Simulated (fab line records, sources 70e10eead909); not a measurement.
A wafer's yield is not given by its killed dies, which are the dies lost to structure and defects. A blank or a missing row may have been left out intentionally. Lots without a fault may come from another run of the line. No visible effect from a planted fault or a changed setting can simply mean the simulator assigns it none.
The tool behind it: which one? ; flow nand_harc ; 24 lots with 72 wafers sampled at 6 steps, on a route of 1159 steps

WHAT THE GAUGES SHOWED, per wafer
Not one reading of a measure or inspect step in the record can be checked against a usual standard deviation.

EACH LOT AND THE TOOL THAT RAN IT (in order: tool; ch and the chambers of the sampled wafers; start)
lot;NHARC_A_CHANNEL_FILL_D1_CMP_10;NHARC_A_STAIRCASE_TRIM_12;NHARC_A_STAIRCASE_ETCH_19;NHARC_A_STAIRCASE_TRIM_187;NHARC_A_STAIRCASE_ETCH_194;NHARC_A_STAIRCASE_ETCH_199
L076;cmp-03 ch 0,1,2, day 11 04:55;rie_diel-03 ch 0,2, day 11 08:29;rie_diel-03 ch 0,2,3, day 11 12:49 or earlier;rie_diel-03 ch 1,2, day 11 12:49;rie_diel-03 ch 1,2,3, no start;rie_diel-13 ch 0,3, no start
L075;cmp-04 ch 1,2,3, day 11 04:56;rie_diel-13 ch 0,1,3, day 11 08:48;rie_diel-13 ch 0,2,3, day 11 12:34 or earlier;rie_diel-03 ch 0,2,3, day 11 12:34;rie_diel-03 ch 1,3, no start;rie_diel-03 ch 2,3, no start
L074;cmp-03 ch 0,1, day 11 08:32;rie_diel-03 ch 2,3, day 11 12:22;rie_diel-03 ch 0,2,3, day 11 16:48 or earlier;rie_diel-03 ch 0,2, day 11 16:48;rie_diel-03 ch 0,2,3, no start;rie_diel-06 ch 0,2,3, no start
L077;cmp-04 ch 0,2,3, day 11 08:35;rie_diel-06 ch 0,1,2, day 11 12:04;rie_diel-06 ch 0,2, day 11 16:43 or earlier;rie_diel-03 ch 1,2, day 11 16:43;rie_diel-03 ch 0,1,3, no start;rie_diel-13 ch 2,3, no start
L078;cmp-04 ch 1,2, day 11 12:05;rie_diel-03 ch 1,2, day 11 16:38;rie_diel-03 ch 0,1, day 11 21:19 or earlier;rie_diel-06 ch 1,2,3, day 11 21:19;rie_diel-06 ch 0,1,3, no start;rie_diel-06 ch 0,1, no start
L079;cmp-04 ch 0,1,3, day 11 15:01;rie_diel-03 ch 0,2, day 11 19:28;rie_diel-03 ch 0,3, day 11 23:19 or earlier;rie_diel-06 ch 0,2,3, day 11 23:19;rie_diel-06 ch 0,1,2, no start;rie_diel-13 ch 0,1,2, no start
L080;cmp-01 ch 0,3, day 11 15:02;rie_diel-13 ch 1,2, day 11 19:14;rie_diel-13 ch 0,2,3, day 11 23:02 or earlier;rie_diel-03 ch 0,3, day 11 23:02;rie_diel-03 ch 1,2,3, no start;rie_diel-03 ch 0,3, no start
L082;cmp-01 ch 0,1, day 12 02:29;rie_diel-06 ch 1,2, day 12 07:14;rie_diel-06 ch 0,1,2, day 12 12:19 or earlier;rie_diel-03 ch 0,2, day 12 12:19;rie_diel-03 ch 0,2, no start;rie_diel-03 ch 0,1,2, no start
L081;cmp-03 ch 1,3, day 12 04:39;rie_diel-13 ch 1,3, day 12 08:10;rie_diel-13 ch 1,2,3, day 12 12:09 or earlier;rie_diel-06 ch 0,1,3, day 12 12:09;rie_diel-06 ch 1,2, no start;rie_diel-06 ch 0,1,3, no start
L083;cmp-04 ch 0,1,3, day 13 00:53;rie_diel-03 ch 1,2,3, day 13 04:22;rie_diel-03 ch 0,1,3, day 13 08:38 or earlier;rie_diel-13 ch 0,1,3, day 13 08:38;rie_diel-13 ch 0,1,3, no start;rie_diel-06 ch 0,1,3, no start
L085;cmp-01 ch 1,2,3, day 13 07:34;rie_diel-13 ch 0,2,3, day 13 12:07;rie_diel-13 ch 0,2,3, day 13 15:56 or earlier;rie_diel-06 ch 0,1,3, day 13 15:56;rie_diel-06 ch 0,1,3, no start;rie_diel-03 ch 0,1,2, no start
L084;cmp-04 ch 0,2,3, day 13 11:45;rie_diel-06 ch 2,3, day 13 15:17;rie_diel-06 ch 0,1,2, day 13 19:01 or earlier;rie_diel-03 ch 0,3, day 13 19:01;rie_diel-03 ch 2,3, no start;rie_diel-13 ch 1,2, no start
L086;cmp-01 ch 0,2,3, day 13 16:54;rie_diel-13 ch 1,2,3, day 13 20:50;rie_diel-13 ch 0,1,2, day 14 01:33 or earlier;rie_diel-13 ch 0,1,3, day 14 01:33;rie_diel-13 ch 0,1,3, no start;rie_diel-06 ch 0,2,3, no start
L087;cmp-03 ch 0,2,3, day 13 16:57;rie_diel-03 ch 0,2, day 13 20:41;rie_diel-03 ch 0,1, day 14 01:32 or earlier;rie_diel-06 ch 2,3, day 14 01:32;rie_diel-06 ch 0,3, no start;rie_diel-03 ch 0,1,2, no start
L088;cmp-04 ch 1,2, day 13 22:25;rie_diel-13 ch 1,2,3, day 14 01:59;rie_diel-13 ch 0,2,3, day 14 05:47 or earlier;rie_diel-06 ch 0,1, day 14 05:47;rie_diel-06 ch 1,2, no start;rie_diel-06 ch 0,1,2, no start
L090;cmp-04 ch 1,2,3, day 14 13:14;rie_diel-13 ch 2,3, day 14 17:29;rie_diel-13 ch 1,2,3, day 14 22:36 or earlier;rie_diel-13 ch 0,1,2, day 14 22:36;rie_diel-13 ch 0,3, no start;rie_diel-06 ch 1,2,3, no start
L089;cmp-01 ch 0,1,3, day 14 13:14;rie_diel-03 ch 0,2,3, day 14 17:11;rie_diel-03 ch 0,2, day 14 21:09 or earlier;rie_diel-13 ch 0,1,2, day 14 21:09;rie_diel-13 ch 0,1,2, no start;rie_diel-06 ch 0,2,3, no start
L092;cmp-04 ch 1,3, day 15 01:35;rie_diel-13 ch 0,3, day 15 05:41;rie_diel-13 ch 1,2,3, day 15 09:37 or earlier;rie_diel-13 ch 1,2,3, day 15 09:37;rie_diel-13 ch 0,2,3, no start;rie_diel-13 ch 0,1,3, no start
L091;cmp-01 ch 0,2, day 15 01:37;rie_diel-06 ch 1,2, day 15 05:20;rie_diel-06 ch 0,1,2, day 15 09:10 or earlier;rie_diel-13 ch 0,2,3, day 15 09:10;rie_diel-13 ch 1,2,3, no start;rie_diel-03 ch 1,2, no start
L093;cmp-03 ch 2,3, day 15 09:35;rie_diel-13 ch 0,2, day 15 13:22;rie_diel-13 ch 0,1, day 15 17:13 or earlier;rie_diel-13 ch 1,2,3, day 15 17:13;rie_diel-13 ch 0,1,3, no start;rie_diel-13 ch 0,1,2, no start
L094;cmp-04 ch 0,1,2, day 15 09:37;rie_diel-03 ch 0,1,2, day 15 13:41;rie_diel-03 ch 2,3, day 15 17:43 or earlier;rie_diel-06 ch 0,1,3, day 15 17:43;rie_diel-06 ch 1,2,3, no start;rie_diel-06 ch 0,2, no start
L096;cmp-01 ch 2,3, day 16 00:32;rie_diel-03 ch 0,1, day 16 04:00;rie_diel-03 ch 0,2,3, day 16 07:56 or earlier;rie_diel-03 ch 0,1,3, day 16 07:56;rie_diel-03 ch 0,3, no start;rie_diel-06 ch 1,2, no start
L095;cmp-04 ch 0,2,3, day 16 05:07;rie_diel-13 ch 0,1,3, day 16 08:56;rie_diel-13 ch 1,2,3, day 16 12:32 or earlier;rie_diel-13 ch 0,2,3, day 16 12:32;rie_diel-13 ch 1,2,3, no start;rie_diel-06 ch 1,2,3, no start
L097;cmp-04 ch 0,1, day 16 14:32;rie_diel-06 ch 2,3, day 16 18:16;rie_diel-06 ch 0,1,2, day 16 22:20 or earlier;rie_diel-13 ch 0,1,2, day 16 22:20;rie_diel-13 ch 0,1,2, no start;rie_diel-06 ch 0,2,3, no start
- NHARC_A_CHANNEL_FILL_D1_CMP_10: polishes, target thk 150 nm.
- NHARC_A_STAIRCASE_TRIM_12: chemistry O2, time 211.2 s.
- NHARC_A_STAIRCASE_ETCH_19: etches the open film in C4F8/O2, target depth 100 nm, time 40.5 s.
- NHARC_A_STAIRCASE_TRIM_187: chemistry O2, time 211.2 s.
- NHARC_A_STAIRCASE_ETCH_194: etches the open film in C4F8/O2, target depth 100 nm, time 40.5 s.
- NHARC_A_STAIRCASE_ETCH_199: etches the open film in C4F8/O2, target depth 100 nm, time 40.5 s.

AS READ BY THE TOOLS THEMSELVES (means over the sampled wafers that have a number; for cases with no such wafer, the mark the record gives instead)
NHARC_A_CHANNEL_FILL_D1_CMP_10. Usual: motor_current_A 12.1 A, standard deviation 1.2; time_to_endpoint_s 14.9 s, standard deviation 2.1.
lot;tool;motor_current_A (A);time_to_endpoint_s (s);flag
L076;cmp-03;13.5;15.5;
L075;cmp-04;11.7;12.4;
L074;cmp-03;12.6;14.7;
L077;cmp-04;11.9;14.1;
L078;cmp-04;11.1;14.7;
L079;cmp-04;12.0;16.1;
L080;cmp-01;12.6;12.9;
L082;cmp-01;11.8;18.0;
L081;cmp-03;12.4;15.7;
L083;cmp-04;12.0;17.5;
L085;cmp-01;12.8;15.3;
L084;cmp-04;11.6;14.4;
L086;cmp-01;12.0;15.3;
L087;cmp-03;13.5;14.6;
L088;cmp-04;10.8;16.7;
L090;cmp-04;11.6;13.2;
L089;cmp-01;12.5;14.9;
L092;cmp-04;12.3;14.9;
L091;cmp-01;11.4;12.7;
L093;cmp-03;13.2;16.2;
L094;cmp-04;11.5;14.8;
L096;cmp-01;12.4;13.8;
L095;cmp-04;11.8;14.2;
L097;cmp-04;11.7;15.0;

NHARC_A_STAIRCASE_TRIM_12. Usual: drypump_motor_current_A 5.5 A, standard deviation 0.41; o2_flow_sccm 500.2 sccm, standard deviation 1.5; oes_product_au 0.999 a.u., standard deviation 0.0096; rf_vpp_V 57.8 V, standard deviation 0.94; showerhead_plenum_p_Torr 3.56 Torr, standard deviation 0.17; throttle_valve_pct 17.038 %, standard deviation 0.0096.
lot;tool;drypump_motor_current_A (A);o2_flow_sccm (sccm);oes_product_au (a.u.);rf_vpp_V (V);showerhead_plenum_p_Torr (Torr);throttle_valve_pct (%);flag
L076;rie_diel-03;5.2;500.5;0.984;58.1;3.55;17.029;
L075;rie_diel-13;5.5;500.2;0.995;57.0;3.51;17.040;
L074;rie_diel-03;5.2;500.2;0.994;59.2;3.75;17.043;
L077;rie_diel-06;5.4;499.1;0.996;58.0;3.54;17.044;
L078;rie_diel-03;5.8;499.2;1.014;58.4;3.62;17.030;
L079;rie_diel-03;5.0;500.7;0.996;57.7;3.59;17.039;
L080;rie_diel-13;5.5;499.3;1.000;57.5;3.40;17.042;
L082;rie_diel-06;5.2;499.7;1.007;57.8;3.55;17.035;
L081;rie_diel-13;5.7;499.5;1.009;57.0;3.38;17.019;
L083;rie_diel-03;5.5;499.7;0.998;58.1;3.68;17.039;
L085;rie_diel-13;5.6;500.3;0.999;58.4;3.59;17.036;
L084;rie_diel-06;5.7;500.1;1.006;57.5;3.65;17.037;
L086;rie_diel-13;5.6;500.3;1.010;57.3;3.56;17.041;
L087;rie_diel-03;5.0;499.4;0.994;58.1;3.58;17.040;
L088;rie_diel-13;5.6;499.8;0.998;58.4;3.56;17.031;
L090;rie_diel-13;5.7;499.5;0.990;58.2;3.63;17.037;
L089;rie_diel-03;5.2;500.7;0.987;57.8;3.63;17.046;
L092;rie_diel-13;5.5;501.9;1.003;57.1;3.69;17.042;
L091;rie_diel-06;5.2;499.9;1.014;57.9;3.54;17.045;
L093;rie_diel-13;5.4;501.3;0.995;57.3;3.41;17.046;
L094;rie_diel-03;5.5;499.0;1.000;58.2;3.56;17.045;
L096;rie_diel-03;6.1;501.0;0.998;58.1;3.55;17.036;
L095;rie_diel-13;5.5;499.5;1.005;57.4;3.66;17.028;
L097;rie_diel-06;5.8;499.2;0.999;58.1;3.63;17.034;

NHARC_A_STAIRCASE_ETCH_19. Usual: oes_product_au 0.942 a.u., standard deviation 0.01; rf_vpp_V 897 V, standard deviation 6.3.
lot;tool;oes_product_au (a.u.);rf_vpp_V (V);flag
L076;rie_diel-03;0.940;900;
L075;rie_diel-13;0.946;891;
L074;rie_diel-03;0.926;900;
L077;rie_diel-06;0.949;900;
L078;rie_diel-03;0.934;896;
L079;rie_diel-03;0.942;902;
L080;rie_diel-13;0.950;891;
L082;rie_diel-06;0.940;896;
L081;rie_diel-13;0.940;891;
L083;rie_diel-03;0.931;900;
L085;rie_diel-13;0.955;898;
L084;rie_diel-06;0.935;896;
L086;rie_diel-13;0.944;895;
L087;rie_diel-03;0.948;897;
L088;rie_diel-13;0.945;898;
L090;rie_diel-13;0.945;898;
L089;rie_diel-03;0.939;896;
L092;rie_diel-13;0.935;897;
L091;rie_diel-06;0.946;896;
L093;rie_diel-13;0.948;897;
L094;rie_diel-03;0.936;903;
L096;rie_diel-03;0.936;900;
L095;rie_diel-13;0.940;897;
L097;rie_diel-06;0.948;895;

NHARC_A_STAIRCASE_TRIM_187. Usual: drypump_motor_current_A 5.5 A, standard deviation 0.41; o2_flow_sccm 500.0 sccm, standard deviation 1.4; oes_product_au 0.997 a.u., standard deviation 0.0099; rf_vpp_V 57.9 V, standard deviation 0.94; showerhead_plenum_p_Torr 3.57 Torr, standard deviation 0.17; throttle_valve_pct 17.036 %, standard deviation 0.0088.
lot;tool;drypump_motor_current_A (A);o2_flow_sccm (sccm);oes_product_au (a.u.);rf_vpp_V (V);showerhead_plenum_p_Torr (Torr);throttle_valve_pct (%);flag
L076;rie_diel-03;5.2;498.7;0.993;57.5;3.64;17.030;
L075;rie_diel-03;5.2;499.9;0.987;57.8;3.65;17.046;
L074;rie_diel-03;5.0;501.0;0.990;57.7;3.60;17.033;
L077;rie_diel-03;5.8;499.3;1.003;57.9;3.62;17.035;
L078;rie_diel-06;5.6;500.6;1.009;57.9;3.54;17.034;
L079;rie_diel-06;5.8;500.4;0.991;58.4;3.51;17.039;
L080;rie_diel-03;5.5;499.8;0.989;58.3;3.69;17.035;
L082;rie_diel-03;5.0;499.8;0.982;57.9;3.59;17.035;
L081;rie_diel-06;5.6;500.4;0.996;57.3;3.38;17.030;
L083;rie_diel-13;5.5;500.4;1.004;58.9;3.67;17.033;
L085;rie_diel-06;5.6;498.9;0.992;57.9;3.38;17.041;
L084;rie_diel-03;5.5;500.6;0.992;58.2;3.58;17.042;
L086;rie_diel-13;5.5;499.1;1.001;57.8;3.67;17.034;
L087;rie_diel-06;5.9;501.2;0.996;58.1;3.50;17.045;
L088;rie_diel-06;5.5;500.6;0.995;57.1;3.38;17.030;
L090;rie_diel-13;5.4;499.2;0.994;57.2;3.50;17.033;
L089;rie_diel-13;5.4;500.8;1.005;58.3;3.50;17.029;
L092;rie_diel-13;5.6;500.4;0.995;57.9;3.55;17.042;
L091;rie_diel-13;5.6;500.9;0.997;57.2;3.58;17.036;
L093;rie_diel-13;5.6;498.7;1.000;57.1;3.55;17.042;
L094;rie_diel-06;5.6;497.0;1.004;57.0;3.37;17.042;
L096;rie_diel-03;5.8;500.5;0.986;57.2;3.61;17.036;
L095;rie_diel-13;5.6;500.4;1.000;58.1;3.57;17.031;
L097;rie_diel-13;5.4;501.1;1.006;57.4;3.49;17.044;

NHARC_A_STAIRCASE_ETCH_194. Usual: oes_product_au 0.940 a.u., standard deviation 0.012; rf_vpp_V 898 V, standard deviation 6.4.
lot;tool;oes_product_au (a.u.);rf_vpp_V (V);flag
L076;rie_diel-03;0.931;901;
L075;rie_diel-03;0.942;901;
L074;rie_diel-03;0.931;901;
L077;rie_diel-03;0.931;900;
L078;rie_diel-06;0.943;891;
L079;rie_diel-06;0.935;896;
L080;rie_diel-03;0.947;903;
L082;rie_diel-03;0.923;898;
L081;rie_diel-06;0.945;896;
L083;rie_diel-13;0.937;902;
L085;rie_diel-06;0.944;891;
L084;rie_diel-03;0.942;902;
L086;rie_diel-13;0.940;901;
L087;rie_diel-06;0.936;890;
L088;rie_diel-06;0.938;901;
L090;rie_diel-13;0.933;904;
L089;rie_diel-13;0.938;895;
L092;rie_diel-13;0.957;898;
L091;rie_diel-13;0.939;898;
L093;rie_diel-13;0.944;900;
L094;rie_diel-06;0.945;895;
L096;rie_diel-03;0.929;897;
L095;rie_diel-13;0.939;897;
L097;rie_diel-13;0.944;895;

NHARC_A_STAIRCASE_ETCH_199. Usual: oes_product_au 0.942 a.u., standard deviation 0.014; rf_vpp_V 896 V, standard deviation 6.4.
lot;tool;oes_product_au (a.u.);rf_vpp_V (V);flag
L076;rie_diel-13;0.941;896;
L075;rie_diel-03;0.933;902;
L074;rie_diel-06;0.936;895;
L077;rie_diel-13;0.945;887;
L078;rie_diel-06;0.949;891;
L079;rie_diel-13;0.943;896;
L080;rie_diel-03;0.941;898;
L082;rie_diel-03;0.921;899;
L081;rie_diel-06;0.927;890;
L083;rie_diel-06;0.930;891;
L085;rie_diel-03;0.939;897;
L084;rie_diel-13;0.945;894;
L086;rie_diel-06;0.947;895;
L087;rie_diel-03;0.945;897;
L088;rie_diel-06;0.950;895;
L090;rie_diel-06;0.961;896;
L089;rie_diel-06;0.946;894;
L092;rie_diel-13;0.934;901;
L091;rie_diel-03;0.960;899;
L093;rie_diel-13;0.945;895;
L094;rie_diel-06;0.929;894;
L096;rie_diel-06;0.958;897;
L095;rie_diel-06;0.931;896;
L097;rie_diel-06;0.956;894;

THE ANSWER, worked out from the rows above alone
Rule: a lot counts as off when the mean over its wafers that have a number is more than 3 standard deviations away from the usual mean. A lot without any number at a reading at which 4 lots or more have one is off too. The other lots that the step has rows for count as sound. Order of review: gauges by route order, followed by the tools' own readings, for which a lot's mean as printed above is used. At the first step where some lot is off, the reading lying furthest off is the one used; lots without a number count as furthest.
No lot is off at any reading shown: from this, nothing can be told.

WHAT THE SIMULATOR HAD PUT IN
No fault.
